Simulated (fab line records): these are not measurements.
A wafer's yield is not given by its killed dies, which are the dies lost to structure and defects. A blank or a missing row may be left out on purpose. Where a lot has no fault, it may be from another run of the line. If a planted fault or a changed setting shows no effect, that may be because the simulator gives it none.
fab line records	flow n5_finfet
record: lots: 6	wafers: 18	last_day: 18
route steps=1938 shown BEOL_M0@721 BEOL_M1@751 PASSIVATION@1936
lots untouched by any fault: they come from a run of this same line in which no faults occurred
start_h: hours from the record's opening day to when the first of the lot's shown wafers began	wait_h: time in hours since the lot's previous step	" same as the row above	L1.1+2: one row covering several wafers at once	- no value, or no start given	* or withheld: withheld	< > ~ a bound
route shown NAME@n: NAME is a module with steps in the file, n the number in the route of the first one	usual: mean/standard deviation taken from wafers without a fault	same: alike in all rows	chamber/n: place in a boat	sites: each site's reading	_std_site: standard deviation across them	_edge_site: inner sites' mean taken away from outer sites' mean	radius_mm: for every site, how far away it sits from the centre of the wafer	mask NAME#n: copy n	behind: the tool/chamber that last shaped the wafer	hold: the reason the lot was held/the length of the hold in hours/how it ended	device: names the non-switching transistor (n, p or np)	end of line: the tests these same wafers got at the end of their route	a step with no rows: only its recipe	killed: at the first sort, the dies lost to defects and structure; wafer yield is something else	map: a wafer's dies, x killed, . not, _ none there
set.NAME: the setting the step ran with; set.NAME@STEP: the setting that earlier step ran with	model.NAME: the simulator's own value behind a step, which no gauge read
lots at selected steps of the route; one table per step, one row per wafer
services: the hour from which a tool's chamber was out of use, counted from the record's first day as start_h (under 0 if before that day), plus the number of hours and why
== steps ==
step: N5_BEOL_M0_TRENCH_ETCH_107
recipe: chemistry: C4F6/O2	target_depth_a: 328	target: SiOC	time_s: 16.4	ion_energy_ev: 250	pressure_mtorr: 30	source_w: 355	bias_w: 185	Ar_flow_sccm: 300	C4F6_flow_sccm: 10	O2_flow_sccm: 10
step: N5_BEOL_M0_STRIP_142
recipe: chemistry: N2/H2	time_s: 10	power_w: 450	temp_c: 40	pressure_mtorr: 20	rf_frequency_hz: 6e+07	bias_power_w: 7	n2_flow_sccm: 200	h2_flow_sccm: 200
step: N5_BEOL_M0_OCD_MEAS_108
usual: trench_depth_nm: 32.9/0.83
lot.wafer	tool	chamber	start_h	wait_h	trench_depth_nm
L967.1	ocd-02	-	123.18	0.1	32.6
L967.2	"	-	"	"	34.4
L967.6	"	-	"	"	32.2
L968.4	ocd-02	-	124.15	0.1	34.1
L968.5	"	-	"	"	34.1
L968.6	"	-	"	"	34.3
L973.2	ocd-01	-	157.84	0.1	32.4
L973.4	"	-	"	"	33.6
L973.5	"	-	"	"	31.9
L974.2	ocd-01	-	168.54	0.1	32.4
L974.5	"	-	"	"	32.9
L974.6	"	-	"	"	32.3
L984.2	ocd-02	-	221.71	0.1	33.1
L984.4	"	-	"	"	32.1
L984.6	"	-	"	"	32.1
L988.2	ocd-01	-	273.20	0.1	33.1
L988.4	"	-	"	"	33.6
L988.6	"	-	"	"	32.2
step: N5_BEOL_M0_HM_STRIP_129
recipe: chemistry: peroxide_tin_strip	material: TiN	target_depth_a: 170	temp_c: 50	time_s: 108
step: N5_BEOL_M0_SRD_130
recipe: time_s: 30	temp_c: 23	rinse_liquid: diw	dry: ipa_marangoni
step: N5_BEOL_M0_ETCH_109
recipe: chemistry: CH3F/O2	target_depth_a: 80	overetch_a: 24	target: SiCN	time_s: 27.4	ion_energy_ev: 120	pressure_mtorr: 30	source_w: 395	bias_w: 75	Ar_flow_sccm: 150	CH3F_flow_sccm: 30	O2_flow_sccm: 20
step: N5_BEOL_M0_STRIP_139
recipe: chemistry: post_etch_residue_remover	time_s: 60	temp_c: 25	remover_ph: withheld	remover_water_wt_pct: withheld	remover_fluoride_wt_pct: withheld
step: N5_BEOL_M0_SRD_111
recipe: time_s: 30	temp_c: 23	rinse_liquid: diw	dry: ipa_marangoni
step: N5_BEOL_M0_DEGAS_112
recipe: ambient: vacuum	temp_c: 250	time_s: 60
usual: heater_power_w: 330/41
lot.wafer	tool	chamber	start_h	wait_h	heater_power_w
L967.1	pvd_sputter-02	-	123.55	0.1	337
L967.2	"	-	"	"	325
L967.6	"	-	"	"	344
L968.4	pvd_sputter-01	-	124.97	0.5	310
L968.5	"	-	"	"	292
L968.6	"	-	"	"	321
L973.2	pvd_sputter-02	-	158.38	0.3	342
L973.4	"	-	"	"	317
L973.5	"	-	"	"	345
L974.2	pvd_sputter-01	-	169.10	0.3	379
L974.5	"	-	"	"	298
L974.6	"	-	"	"	306
L984.2	pvd_sputter-01	-	225.42	3.4	384
L984.4	"	-	"	"	308
L984.6	"	-	"	"	365
L988.2	pvd_sputter-01	-	275.26	0.0	367
L988.4	"	-	"	"	317
L988.6	"	-	"	"	319
step: N5_BEOL_M0_PRE_CLEAN_113
recipe: gas: H2/He	time_s: 30	temp_c: 250
step: N5_BEOL_M0_ALD_136
recipe: material: TaN	target_thk_a: *	temp_c: 275	ald_precursor_family: PDMAT	ald_co_reactant: NH3	pressure_torr: 3	carrier_flow_sccm: 1500	pulse_time_s: 2	purge_time_s: 3	co_reactant_purge_time_s: 2	co_reactant_pulse_time_s: 3	ald_cycles: 30	precursor_vessel_temp_c: 75	precursor_vessel_pressure_torr: 26.25	precursor_vessel_carrier_sccm: 1000
step: N5_BEOL_M0_SURFACE_TREAT_137
recipe: gas: Ar	time_s: *	ion_energy_ev: *	ion_current_ma_cm2: 0.5	pressure_mtorr: *	ar_flow_sccm: 30
step: N5_BEOL_M0_CVD_115
recipe: material: Co	target_thk_a: *	temp_c: withheld	precursor: CCTBA/H2	pressure_torr: 30	time_s: 120
usual: chamber_pressure_Torr: 29.99/0.067
lot.wafer	tool	chamber	start_h	wait_h	chamber_pressure_Torr
L967.1	cvd_co-01	2	124.09	0.2	30.01
L967.2	"	0	"	"	30.00
L967.6	"	0	"	"	30.08
L968.4	cvd_co-02	0	125.47	0.1	30.12
L968.5	"	1	"	"	30.02
L968.6	"	2	"	"	29.99
L973.2	cvd_co-01	1	159.09	0.0	29.99
L973.4	"	2	"	"	29.94
L973.5	"	0	"	"	30.02
L974.2	cvd_co-01	1	169.82	0.3	29.99
L974.5	"	0	"	"	29.96
L974.6	"	2	"	"	30.09
L984.2	cvd_co-01	2	225.93	0.1	29.96
L984.4	"	0	"	"	29.93
L984.6	"	0	"	"	29.96
L988.2	cvd_co-01	2	275.65	0.0	29.99
L988.4	"	0	"	"	29.93
L988.6	"	2	"	"	30.07
step: N5_BEOL_M0_SPUTTER_116
recipe: material: Cu	target_thk_a: 40	temp_c: -20	chamber_pressure_pa: 0.07	power_w: withheld	time_s: 7.37
step: N5_BEOL_M0_ANNEAL_117
recipe: temp_c: 400	time_s: 60	ambient: vacuum
step: N5_BEOL_M0_SPUTTER_132
recipe: material: Cu	target_thk_a: 40	temp_c: -20	chamber_pressure_pa: 0.07	power_w: withheld	time_s: 7.37
usual: throttle_valve_pct: 29.4/0.92
lot.wafer	tool	chamber	start_h	wait_h	throttle_valve_pct
L967.1	pvd_sputter-01	-	124.53	0.0	29.8
L967.2	"	-	"	"	28.8
L967.6	"	-	"	"	28.9
L968.4	pvd_sputter-03	-	125.66	0.0	28.5
L968.5	"	-	"	"	28.7
L968.6	"	-	"	"	28.6
L973.2	pvd_sputter-03	-	159.59	0.0	28.5
L973.4	"	-	"	"	29.2
L973.5	"	-	"	"	28.7
L974.2	pvd_sputter-03	-	170.06	0.0	29.1
L974.5	"	-	"	"	28.6
L974.6	"	-	"	"	29.3
L984.2	pvd_sputter-01	-	226.28	0.0	29.8
L984.4	"	-	"	"	29.0
L984.6	"	-	"	"	28.8
L988.2	pvd_sputter-02	-	275.87	0.0	29.8
L988.4	"	-	"	"	30.5
L988.6	"	-	"	"	31.7
step: N5_BEOL_M0_ANNEAL_133
recipe: temp_c: 400	time_s: 60	ambient: vacuum
step: N5_BEOL_M0_SPUTTER_134
recipe: material: Cu	target_thk_a: 40	temp_c: -20	chamber_pressure_pa: 0.07	power_w: withheld	time_s: 7.37
usual: throttle_valve_pct: 29.4/0.9
lot.wafer	tool	chamber	start_h	wait_h	throttle_valve_pct
L967.1	pvd_sputter-01	-	124.65	0.0	29.5
L967.2	"	-	"	"	28.9
L967.6	"	-	"	"	29.0
L968.4	pvd_sputter-03	-	125.78	0.0	28.5
L968.5	"	-	"	"	28.6
L968.6	"	-	"	"	28.4
L973.2	pvd_sputter-03	-	159.71	0.0	28.7
L973.4	"	-	"	"	29.3
L973.5	"	-	"	"	28.7
L974.2	pvd_sputter-03	-	170.18	0.0	29.1
L974.5	"	-	"	"	28.4
L974.6	"	-	"	"	29.1
L984.2	pvd_sputter-01	-	226.40	0.0	30.0
L984.4	"	-	"	"	28.9
L984.6	"	-	"	"	29.1
L988.2	pvd_sputter-02	-	275.99	0.0	29.9
L988.4	"	-	"	"	30.3
L988.6	"	-	"	"	31.9
step: N5_BEOL_M0_ANNEAL_135
recipe: temp_c: 400	time_s: 60	ambient: vacuum
step: N5_BEOL_M0_SPUTTER_141
recipe: material: Cu	target_thk_a: 40	temp_c: -20	chamber_pressure_pa: 0.07	power_w: withheld	time_s: 7.37
usual: throttle_valve_pct: 29.4/0.94
lot.wafer	tool	chamber	start_h	wait_h	throttle_valve_pct
L967.1	pvd_sputter-01	-	124.77	0.0	29.8
L967.2	"	-	"	"	29.1
L967.6	"	-	"	"	29.0
L968.4	pvd_sputter-03	-	125.90	0.0	28.9
L968.5	"	-	"	"	28.6
L968.6	"	-	"	"	28.7
L973.2	pvd_sputter-03	-	159.83	0.0	28.6
L973.4	"	-	"	"	29.2
L973.5	"	-	"	"	28.5
L974.2	pvd_sputter-03	-	170.30	0.0	29.0
L974.5	"	-	"	"	29.0
L974.6	"	-	"	"	29.1
L984.2	pvd_sputter-01	-	226.52	0.0	29.7
L984.4	"	-	"	"	28.8
L984.6	"	-	"	"	28.9
L988.2	pvd_sputter-02	-	276.11	0.0	30.1
L988.4	"	-	"	"	30.2
L988.6	"	-	"	"	32.0
step: N5_BEOL_M0_ECD_118
recipe: material: Cu	target_thk_a: 3000
step: N5_BEOL_M0_ANNEAL_119
recipe: temp_c: 225	time_s: 90	ambient: N2
step: N5_BEOL_M0_CMP_120
recipe: stop_on: SiOC	t_overpolish_s: 6.9	down_force_psi: 1	platen_rpm: 50	clearing_platen_down_force_psi: 1.5	clearing_platen_rpm: 50	post_cmp_clean: cu_alkaline	clearing_platen_pad_velocity_m_s: 0.99484	pad_velocity_m_s: 0.99484
usual: barrier_field_endpoint_s: 3.66/0.18	motor_current_A: 5.8/0.54	overpolish_run_s: 6.900/0.0085	time_to_endpoint_s: 62/4.2
same: t_overpolish_s: 6.9
lot.wafer	tool	chamber	start_h	wait_h	barrier_field_endpoint_s	motor_current_A	overpolish_run_s	time_to_endpoint_s
L967.1	cmp-03	2	126.04	0.4	3.74	6.1	6.909	59
L967.2	"	3	"	"	3.92	5.0	6.887	66
L967.6	"	2	"	"	3.57	6.2	6.899	56
L968.4	cmp-04	3	126.57	0.2	3.25	5.7	6.902	53
L968.6	"	1	"	"	3.72	5.1	6.912	62
L968.5	"	2	"	"	3.55	5.7	6.921	62
L973.2	cmp-04	2	160.34	0.2	3.79	5.2	6.901	58
L973.4	"	3	"	"	3.71	5.7	6.909	54
L973.5	"	3	"	"	3.56	5.3	6.897	50
L974.2	cmp-03	1	170.79	0.2	3.90	6.6	6.900	67
L974.5	"	1	"	"	3.99	6.7	6.887	69
L974.6	"	2	"	"	3.80	6.1	6.885	59
L984.2	cmp-03	0	227.06	0.3	3.44	6.0	6.892	58
L984.4	"	1	"	"	3.46	6.4	6.877	66
L984.6	"	0	"	"	3.44	5.8	6.912	60
L988.2	cmp-03	0	276.99	0.4	3.61	5.9	6.917	56
L988.4	"	2	"	"	3.47	6.2	6.900	56
L988.6	"	0	"	"	3.61	5.5	6.900	59
step: N5_BEOL_M0_PRE_CLEAN_131
recipe: gas: NH3/H2	time_s: 15	temp_c: *	rf_power_w: 300
step: N5_BEOL_M0_CO_CAP_123
recipe: material: Co	target_thk_a: 20	temp_c: 200	precursor: CCTBA/H2	pressure_torr: 30	time_s: 102.1
step: N5_BEOL_M0_PRE_CLEAN_124
recipe: gas: NH3	time_s: 15	temp_c: withheld	rf_power_w: 300
step: N5_BEOL_M0_DEP_125
recipe: material: SiCN	target_thk_a: 80	temp_c: withheld	precursor: 3MS/NH3	pressure_torr: 3	rf_w: 202	time_s: 14
step: N5_BEOL_M0_RS_MEAS_126
recipe: thk_meas_gauge: four-point-probe	reads: Co_of_BEOL_M0_CO_CAP_123+Cu_of_BEOL_M0_ECD_118+Co_of_BEOL_M0_CVD_115+TaN_of_BEOL_M0_ALD_136
usual: M0_RS: 0.531/0.021
lot.wafer	tool	chamber	start_h	wait_h	M0_RS[ohm/sq]
L967.1	film_metro-02	-	126.65	0.0	0.560
L967.2	"	-	"	"	0.535
L967.6	"	-	"	"	0.533
L968.4	film_metro-01	-	127.11	0.0	0.544
L968.5	"	-	"	"	0.528
L968.6	"	-	"	"	0.506
L973.2	film_metro-01	-	160.89	0.1	0.542
L973.4	"	-	"	"	0.551
L973.5	"	-	"	"	0.546
L974.2	film_metro-02	-	171.35	0.1	0.529
L974.5	"	-	"	"	0.514
L974.6	"	-	"	"	0.552
L984.2	film_metro-01	-	227.77	0.1	0.547
L984.4	"	-	"	"	0.502
L984.6	"	-	"	"	0.531
L988.2	film_metro-02	-	277.50	0.1	0.539
L988.4	"	-	"	"	0.537
L988.6	"	-	"	"	0.521
step: N5_BEOL_M1_ILD_DEP_00
recipe: material: SiOC	target_thk_a: 790	temp_c: 350	precursor: DEMS/O2	pressure_torr: 5	rf_w: 500	time_s: 15.3
step: N5_BEOL_M1_THK_MEAS_01
recipe: reads: SiOC_of_BEOL_M1_ILD_DEP_00
usual: M1_ILD_THK: 78.5/1.3
lot.wafer	tool	chamber	start_h	wait_h	M1_ILD_THK[nm]
L967.1	film_metro-01	-	126.78	0.0	76.2
L967.2	"	-	"	"	77.2
L967.6	"	-	"	"	79.4
L968.4	film_metro-01	-	127.24	0.0	79.1
L968.5	"	-	"	"	77.4
L968.6	"	-	"	"	80.5
L973.2	film_metro-02	-	161.02	0.1	76.8
L973.4	"	-	"	"	78.9
L973.5	"	-	"	"	78.1
L974.2	film_metro-02	-	171.48	0.1	76.9
L974.5	"	-	"	"	79.3
L974.6	"	-	"	"	78.6
L984.2	film_metro-02	-	227.90	0.1	79.3
L984.4	"	-	"	"	80.6
L984.6	"	-	"	"	80.8
L988.2	film_metro-01	-	277.63	0.1	76.5
L988.4	"	-	"	"	78.1
L988.6	"	-	"	"	78.8
step: N5_BEOL_M1_PECVD_72
recipe: material: SiO2	target_thk_a: 160	temp_c: 400	precursor: TEOS/O2	pressure_torr: 5.5	rf_w: 450	teos_flow_sccm: 53.8	gas: O2	flow_sccm: 3000	time_s: 18
step: N5_BEOL_M1_HM_DEP_02
recipe: material: TiN	target_thk_a: 200	temp_c: 25	chamber_pressure_pa: 0.49996
step: N5_BEOL_M1_COAT_61
recipe: resist: SOC	temp_c: 250	time_s: 60	spin_rpm: 1500	resist_thk_nm: 60
step: N5_BEOL_M1_COAT_62
recipe: resist: SiARC	temp_c: 220	time_s: 60	spin_rpm: 1500	resist_thk_nm: 12
step: N5_BEOL_M1_COAT_73
recipe: resist: underlayer	temp_c: 205	time_s: 60	spin_rpm: 1500	resist_thk_nm: 5
step: N5_BEOL_M1_COAT_05
recipe: resist: CAR-EUV	spin_rpm: 1500	resist_thk_nm: 30
step: N5_BEOL_M1_EBR_07
recipe: solvent: PGMEA	ebr_width_mm: 1.5
step: N5_BEOL_M1_SOFTBAKE_06
recipe: temp_c: 110	time_s: 60	resist: CAR-EUV
step: N5_BEOL_M1_EXPOSE_08
recipe: mask_id: M1	na: 0.33	source_shape: dipole	sigma_inner: 0.369	sigma_outer: 0.767	polarization: unpolarized	dose_mj: 33
step: N5_BEOL_M1_PEB_09
recipe: peb_temp_c: 100	peb_time_s: 60	resist: CAR-EUV
step: N5_PASSIVATION_PROBE_49
usual: defect_limited_yield: 91.5/1.5	killed_at_M0_to_M3: 32/10	killed_at_M4_up: 13/4.9	killed_at_contacts: 13/6.1	killed_at_front_end: 38/11	killed_at_other: 3/3.2	killed_dies: 101/18	killed_open: 66/13	killed_short: 32/8.3	sort_bin_5_function: 5.0/1	sort_bin_6_memory: 3.2/0.74	sort_bin_8_speed: 0.1/1.1	sort_n_pass: 1078/22	sort_yield_pct: 91.3/1.9
same: gross_dies: 1180	killed_at_back_side: 0	sort_bin_4_leakage[%]: 0
lot.wafer	tool	chamber	start_h	wait_h	defect_limited_yield[%]	killed_at_M0_to_M3	killed_at_M4_up	killed_at_contacts	killed_at_front_end	killed_at_other	killed_dies	killed_open	killed_short	sort_bin_5_function[%]	sort_bin_6_memory[%]	sort_bin_8_speed[%]	sort_n_pass	sort_yield_pct[%]
L968.4	prober-01	-	281.58	0.2	93.8	22	7	10	34	0	73	48	24	3.9	2.0	0	1107	93.8
L968.5	prober-01	-	281.63	0.2	91.9	26	18	27	22	3	96	64	31	4.4	3.1	0	1084	91.9
L968.6	prober-01	-	281.68	0.3	92.5	34	5	12	36	1	88	47	33	3.7	3.5	0	1092	92.5
L973.2	prober-02	-	326.77	0.1	80.7	136	15	18	57	2	228	78	53	12.2	5.2	0	952	80.7
L973.4	prober-02	-	326.87	0.2	82.9	122	14	19	43	4	202	86	40	10.8	4.4	0	978	82.9
L973.5	prober-02	-	326.92	0.2	81.2	141	14	10	52	5	222	65	35	10.9	5.2	0	958	81.2
L974.2	prober-02	-	329.46	0.1	83.6	113	18	9	52	2	194	52	30	10.4	3.6	0	986	83.6
L974.5	prober-02	-	329.61	0.2	84.4	142	12	8	22	0	184	39	40	10.3	3.9	0	996	84.4
L974.6	prober-02	-	329.66	0.3	87.0	87	16	11	39	0	153	58	28	7.4	4.0	0.3	1024	86.8
killed by level:class
L968.4 STI_FIN_REVEAL:geometric_particle:open=14 MOL_CONTACT_COAG:geometric_particle:open=8 BEOL_M1:geometric_particle:open=6 STARTING-WAFER:geometric_particle:short=5 BEOL_M3:geometric_particle:open=5 STARTING-WAFER:geometric_particle:open=3 BEOL_M4:geometric_particle:open=3 GATE_CUT:geometric_particle:short=3
L968.5 MOL_CONTACT_COAG:geometric_particle:open=19 MOL_CONTACT_COAG:geometric_particle:short=8 BEOL_M1:geometric_particle:open=8 BEOL_M4:geometric_particle:open=8 BEOL_M0_SAQP:geometric_particle:open=5 BEOL_M2:geometric_particle:open=4 BEOL_M5:geometric_particle:open=4 FIN_SAQP:geometric_particle:open=3
L968.6 STI_FIN_REVEAL:geometric_particle:open=11 GATE_CUT:geometric_particle:short=7 MOL_CONTACT_COAG:geometric_particle:open=7 BEOL_M1:geometric_particle:open=6 BEOL_M0_SAQP:geometric_particle:open=6 BEOL_M0_SAQP:geometric_particle:short=6 STARTING-WAFER:geometric_particle:short=5 MOL_CONTACT_COAG:geometric_particle:short=4
L973.2 BEOL_M0:unspecified=95 MOL_CONTACT_COAG:geometric_particle:open=16 FIN_SAQP:geometric_particle:short=15 STI_FIN_REVEAL:geometric_particle:open=11 FIN_SAQP:geometric_particle:open=10 BEOL_M0_SAQP:geometric_particle:short=8 BEOL_M3:geometric_particle:open=8 FIN_CUT:geometric_particle:short=6
L973.4 BEOL_M0:unspecified=72 MOL_CONTACT_COAG:geometric_particle:open=17 BEOL_M0_SAQP:geometric_particle:open=12 STI_FIN_REVEAL:geometric_particle:open=11 BEOL_M3:geometric_particle:open=10 BEOL_M0_SAQP:geometric_particle:short=9 FIN_SAQP:geometric_particle:open=8 BEOL_M1:geometric_particle:open=8
L973.5 BEOL_M0:unspecified=103 STI_FIN_REVEAL:geometric_particle:open=17 HKMG_FIN:area_etch=12 MOL_CONTACT_COAG:geometric_particle:open=10 BEOL_M0_SAQP:geometric_particle:short=7 BEOL_M0_SAQP:geometric_particle:open=7 BEOL_M2:geometric_particle:short=6 BEOL_M3:geometric_particle:open=6
L974.2 BEOL_M0:unspecified=91 HKMG_FIN:area_etch=17 BEOL_M4:geometric_particle:open=10 FIN_SAQP:geometric_particle:short=9 MOL_CONTACT_COAG:geometric_particle:open=9 STI_FIN_REVEAL:geometric_particle:open=7 BEOL_M0_SAQP:geometric_particle:short=5 BEOL_M3:geometric_particle:open=5
L974.5 BEOL_M0:unspecified=102 BEOL_M0_SAQP:geometric_particle:short=11 BEOL_M0_SAQP:geometric_particle:open=9 FIN_SAQP:geometric_particle:short=6 MOL_CONTACT_COAG:geometric_particle:open=6 BEOL_M1:geometric_particle:open=5 STI_FIN_REVEAL:geometric_particle:open=4 GATE_CUT:geometric_particle:short=4
L974.6 BEOL_M0:unspecified=66 STI_FIN_REVEAL:geometric_particle:open=10 MOL_CONTACT_COAG:geometric_particle:open=10 BEOL_M4:geometric_particle:open=8 FIN_SAQP:geometric_particle:short=7 BEOL_M0_SAQP:geometric_particle:open=7 FIN_SAQP:geometric_particle:open=4 FIN_CUT:geometric_particle:short=3
map L973.2 (x killed, . not)
_________________............________________
______________..............x..._____________
___________........x.....x...x.....__________
__________..x.x.xx....xx.......xxx.._________
________..x..............x..x....x...._______
_______.....x..............x...........______
______....x.........................x..._____
_____......................x.............____
____.......x................x...xxxx......___
___.............x........x........x..x.x...__
___...............x...................x.x..__
__.x...........xx.x.........x.x.x..........._
__..............x....x............x.....x..._
_..x.......x..............x.........x........
_..x..x..x.....x............x................
_x....x...........xx..........x.........xx...
_...........x............xxx.................
_x.......x............x...x..x.x.....x.x.....
_..x........x.x............xxx.xx..........x.
_.x.x..xx..x...x....x..xxxx.xx.x..x.......xx.
_x.x..............x...x..xxxxxxxx...........x
__.....................xxxxxxxxxxx.x..x...x._
__...x.....x............xxxxxxxxx...x...x..._
___...........x....x..xxxxxxxxxxxxx.x....xx__
___.....x.....xx...x.xxxxxxxxxxxxx........x__
____...x.........x....x.x.xxxxxxxx........___
_____...x..x............xxxxxxxxxx.x....x____
______..x........x...x..xxx.xx.x........_____
_______......x......x...........xx.....______
________...x...x...........xx........._______
__________.....x....x.....x......x.._________
___________.......................x__________
______________................x._____________
_________________..x.x.......________________
map L974.2 (x killed, . not)
_________________............________________
______________.................._____________
___________x.......x........x...x..__________
__________..........x.....x........._________
________.......x...........x.....x...._______
_______..........x...x...x........x....______
______......x...x......................._____
_____..............x.....................____
____.x...........x........x......x....x...___
___..............................xx.....x..__
___........x......x.....x....x........x....__
__..................x.xx...................._
__......x.....x.........x..................._
_............x...............x...........x..x
_................................x...........
_x..x.........x................x...x..x.....x
_x.....x....x.x..x.....x......x......x..x...x
_x....x........x.........x......x.........x..
_......x.........................x..x........
_......x........x.........xxxxx...xx.........
_..x...............xx.x.xxxxxxx.x............
__.x.................x.xxxxxxxxx.x..xx..x..._
__...................xxxxxxxxxxxxxx........._
___.........x.........x.xxxxxxxxxxxxx..x...__
___..................x.xxxxxxxxxxxx........__
____...x.....x...........xxxxxxxxx........___
_____x.............x...x.xxxxxxxx.......x____
______....x...............x.xxx.x....x.._____
_______........x......xx....xx..x....x.______
________............x..x..x.....x..x.._______
__________.......x...x.............._________
___________..........x.x..x........__________
______________x................._____________
_________________.x..........________________
== services ==
tool	chamber	start_h	hours	kind
cvd_co-01	1	114.67	-	clean
cvd_co-01	1	114.67	22.0	scheduled_down
cvd_co-01	1	114.67	22.0	vent_cycle
cmp-04	-	117.45	1.1	repair
pvd_sputter-03	-	121.47	2.2	repair
cmp-04	-	121.91	4.0	pm
cmp-04	-	125.91	-	consumable_replace:conditioner
cmp-04	-	125.91	-	consumable_replace:pad
cmp-04	-	138.52	3.1	repair
cmp-04	-	163.46	1.9	repair
cvd_co-01	-	171.25	14.6	pm
pvd_sputter-02	-	174.82	1.6	repair
cvd_co-02	-	185.90	14.6	pm
cvd_co-01	1	194.93	65.5	repair
cmp-03	-	198.74	14.5	pm
cvd_co-01	-	211.02	2.8	pm
cmp-03	-	223.03	0.7	repair
cmp-04	-	232.99	0.6	repair
cmp-04	-	264.32	1.6	repair
cmp-04	-	273.48	12.2	repair
== key ==
first_sign: step: N5_PASSIVATION_PROBE_49	reading: killed_at_M0_to_M3	direction: up	sigmas: 9.2	usual: 32	struck: 124
effect: step: N5_PASSIVATION_PROBE_49	reading: defect_limited_yield	direction: down	sigmas: 5.4	usual: 91.5	struck: 83.3
more_kills_born_at: N5_BEOL_M0_CVD_115@cvd_co-01: 529
met_at N5_BEOL_M0_CVD_115
struck_wafers L973.2,L973.4,L973.5,L974.2,L974.5,L974.6
baseline_loss: step: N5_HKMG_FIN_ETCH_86	wafers: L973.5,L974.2
onset_between 124.09 159.09
also_fits N5_BEOL_M0_SPUTTER_132:pvd_sputter-03,N5_BEOL_M0_SPUTTER_134:pvd_sputter-03,N5_BEOL_M0_SPUTTER_141:pvd_sputter-03
fault: kind: chamber_particle_source	tool: cvd_co-01	chamber: -	onset_h: 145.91	steps: N5_BEOL_M0_CVD_115	rate_per_visit_cm2: 0.47944	end_h: 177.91
baseline_loss: these wafers lose ten dies or more at that step, a loss of the line's own and not of a fault; the sort's usual values leave them out
